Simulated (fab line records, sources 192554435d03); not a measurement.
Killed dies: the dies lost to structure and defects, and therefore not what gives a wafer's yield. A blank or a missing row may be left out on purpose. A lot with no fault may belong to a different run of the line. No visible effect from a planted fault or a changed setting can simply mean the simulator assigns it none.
Lot-split experiment || flow n5-finfet || 21 wafers read across 7 lots, on a route 1938 steps long

## THE SPLIT
At N5_BEOL_M11_VIA_ETCH_34 (etches SiCOH lowk in C4F6/O2, target depth 184.5 nm, time 69.2 s), the setting time-s was moved away from the recipe's 69.2 s on 6 of the 21 wafers read, by -15.8% to +10.8%. All remaining wafers had this setting at the recipe value.

The reading comes from the split's own step.

## THE READING
SOC_of_BEOL_M11_COAT_63.thk-nm (the simulator's own value, which no gauge read), in nm, at N5_BEOL_M11_VIA_ETCH_34 (etches SiCOH lowk in C4F6/O2, target depth 184.5 nm, time 69.2 s). No usual value for it is given in the file. Here, 15 wafers ran the recipe; their average is 92.0 nm with a standard deviation of 0.31 nm.

{"wafer": "L078.3", "tool, chamber at the split": "rie-diel-01, 3", "time-s as run, s": 69.2, "against the recipe": "recipe", "SOC_of_BEOL_M11_COAT_63.thk-nm, nm": 91.6, "against lot-mates on the recipe": "-"}
{"wafer": "L078.4", "tool, chamber at the split": "rie-diel-01, 1", "time-s as run, s": 69.2, "against the recipe": "recipe", "SOC_of_BEOL_M11_COAT_63.thk-nm, nm": 91.8, "against lot-mates on the recipe": "-"}
{"wafer": "L078.5", "tool, chamber at the split": "rie-diel-01, 1", "time-s as run, s": 69.2, "against the recipe": "recipe", "SOC_of_BEOL_M11_COAT_63.thk-nm, nm": 91.8, "against lot-mates on the recipe": "-"}
{"wafer": "L081.1", "tool, chamber at the split": "rie-diel-06, 1", "time-s as run, s": 75.51, "against the recipe": "+9.1%", "SOC_of_BEOL_M11_COAT_63.thk-nm, nm": 91.4, "against lot-mates on the recipe": -0.8}
{"wafer": "L081.2", "tool, chamber at the split": "rie-diel-06, 2", "time-s as run, s": 75.51, "against the recipe": "+9.1%", "SOC_of_BEOL_M11_COAT_63.thk-nm, nm": 91.4, "against lot-mates on the recipe": -0.8}
{"wafer": "L081.3", "tool, chamber at the split": "rie-diel-06, 0", "time-s as run, s": 69.2, "against the recipe": "recipe", "SOC_of_BEOL_M11_COAT_63.thk-nm, nm": 92.2, "against lot-mates on the recipe": "-"}
{"wafer": "L080.1", "tool, chamber at the split": "rie-diel-02, 0", "time-s as run, s": 69.2, "against the recipe": "recipe", "SOC_of_BEOL_M11_COAT_63.thk-nm, nm": 91.4, "against lot-mates on the recipe": "-"}
{"wafer": "L080.3", "tool, chamber at the split": "rie-diel-02, 1", "time-s as run, s": 69.2, "against the recipe": "recipe", "SOC_of_BEOL_M11_COAT_63.thk-nm, nm": 92, "against lot-mates on the recipe": "-"}
{"wafer": "L080.6", "tool, chamber at the split": "rie-diel-02, 0", "time-s as run, s": 69.2, "against the recipe": "recipe", "SOC_of_BEOL_M11_COAT_63.thk-nm, nm": 91.8, "against lot-mates on the recipe": "-"}
{"wafer": "L083.2", "tool, chamber at the split": "rie-diel-06, 2", "time-s as run, s": 74.29, "against the recipe": "+7.4%", "SOC_of_BEOL_M11_COAT_63.thk-nm, nm": 91.4, "against lot-mates on the recipe": -0.4}
{"wafer": "L083.3", "tool, chamber at the split": "rie-diel-06, 3", "time-s as run, s": 69.2, "against the recipe": "recipe", "SOC_of_BEOL_M11_COAT_63.thk-nm, nm": 91.8, "against lot-mates on the recipe": "-"}
{"wafer": "L083.5", "tool, chamber at the split": "rie-diel-06, 3", "time-s as run, s": 69.2, "against the recipe": "recipe", "SOC_of_BEOL_M11_COAT_63.thk-nm, nm": 91.8, "against lot-mates on the recipe": "-"}
{"wafer": "L089.2", "tool, chamber at the split": "rie-diel-06, 3", "time-s as run, s": 58.29, "against the recipe": "-15.8%", "SOC_of_BEOL_M11_COAT_63.thk-nm, nm": 93.8, "against lot-mates on the recipe": "+1.4"}
{"wafer": "L089.4", "tool, chamber at the split": "rie-diel-06, 2", "time-s as run, s": 69.2, "against the recipe": "recipe", "SOC_of_BEOL_M11_COAT_63.thk-nm, nm": 92.4, "against lot-mates on the recipe": "-"}
{"wafer": "L089.6", "tool, chamber at the split": "rie-diel-06, 0", "time-s as run, s": 58.29, "against the recipe": "-15.8%", "SOC_of_BEOL_M11_COAT_63.thk-nm, nm": 93.8, "against lot-mates on the recipe": "+1.4"}
{"wafer": "L090.2", "tool, chamber at the split": "rie-diel-06, 0", "time-s as run, s": 76.64, "against the recipe": "+10.8%", "SOC_of_BEOL_M11_COAT_63.thk-nm, nm": 91.4, "against lot-mates on the recipe": -0.7}
{"wafer": "L090.3", "tool, chamber at the split": "rie-diel-06, 2", "time-s as run, s": 69.2, "against the recipe": "recipe", "SOC_of_BEOL_M11_COAT_63.thk-nm, nm": 92.2, "against lot-mates on the recipe": "-"}
{"wafer": "L090.5", "tool, chamber at the split": "rie-diel-06, 0", "time-s as run, s": 69.2, "against the recipe": "recipe", "SOC_of_BEOL_M11_COAT_63.thk-nm, nm": 92, "against lot-mates on the recipe": "-"}
{"wafer": "L096.2", "tool, chamber at the split": "rie-diel-01, 3", "time-s as run, s": 69.2, "against the recipe": "recipe", "SOC_of_BEOL_M11_COAT_63.thk-nm, nm": 92.4, "against lot-mates on the recipe": "-"}
{"wafer": "L096.3", "tool, chamber at the split": "rie-diel-01, 0", "time-s as run, s": 69.2, "against the recipe": "recipe", "SOC_of_BEOL_M11_COAT_63.thk-nm, nm": 92.4, "against lot-mates on the recipe": "-"}
{"wafer": "L096.4", "tool, chamber at the split": "rie-diel-01, 2", "time-s as run, s": 69.2, "against the recipe": "recipe", "SOC_of_BEOL_M11_COAT_63.thk-nm, nm": 92.4, "against lot-mates on the recipe": "-"}

THE FIT
A straight line over all 21 wafers: SOC_of_BEOL_M11_COAT_63.thk-nm changes by -0.0948 nm for each +1% of time-s; r = -0.90; the points scatter about the line by 0.31 nm.
The same after taking each lot's own level away (the mean of its wafers on the recipe; 21 wafers): -0.0832 nm for each +1%; r = -0.97; scatter 0.13 nm.
The reading moves by 1.3 nm for the largest change in time-s, on that fit.
Across the lots, their own levels run from 91.73 to 92.40 nm, a range of 2.2 times the standard deviation given above.
Hence the slope depends on the lot-to-lot level, as the two fits are not the same.
Check: +1.3 nm against its lot-mates is what the line predicts for one of the wafers moved furthest among these (-15.8%) when that wafer is left out of the fit. It came out at +1.4 nm against them.

## THESE WAFERS: OTHER SPLITS
These wafers also went through other splits before the reading. Each is held against what the fit with the lots' levels taken away leaves over:
{"other split on the same wafers": "N5_BEOL_M9_COAT_05 spin-rpm", "wafers away from the commonest value": 7, "r with SOC_of_BEOL_M11_COAT_63.thk-nm (lot level and that fit taken away)": -0.10}
{"other split on the same wafers": "N5_BEOL_M10_VIA_ETCH_34 time-s", "wafers away from the commonest value": 7, "r with SOC_of_BEOL_M11_COAT_63.thk-nm (lot level and that fit taken away)": "+0.04"}
{"other split on the same wafers": "N5_BEOL_M10_ETCH_41 source-w", "wafers away from the commonest value": 6, "r with SOC_of_BEOL_M11_COAT_63.thk-nm (lot level and that fit taken away)": -0.04}
{"other split on the same wafers": "N5_BEOL_M11_EXPOSE_25 dose-mj", "wafers away from the commonest value": 10, "r with SOC_of_BEOL_M11_COAT_63.thk-nm (lot level and that fit taken away)": "+0.23"}

## THE WHOLE CHAIN: every reading that the file lists as answering this split, in the file's order
{"step": "N5_BEOL_M11_VIA_ETCH_34", "what it does": "etches SiCOH lowk in C4F6/O2, target depth 184.5 nm, time 69.2 s", "reading": "etch.depth-nm (the simulator's own value, which no gauge read)", "change (the file's fit)": "+1.64 nm for each +1% of the setting", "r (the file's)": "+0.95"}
{"step": "N5_BEOL_M11_VIA_ETCH_34", "what it does": "etches SiCOH lowk in C4F6/O2, target depth 184.5 nm, time 69.2 s", "reading": "SOC_of_BEOL_M11_COAT_63.thk-nm (the simulator's own value, which no gauge read)", "change (the file's fit)": "-0.0794 nm for each +1% of the setting", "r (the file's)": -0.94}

## FILE'S OWN FIT
SOC_of_BEOL_M11_COAT_63.thk-nm changes by -0.0794 nm for each +1% of time-s, r = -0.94.
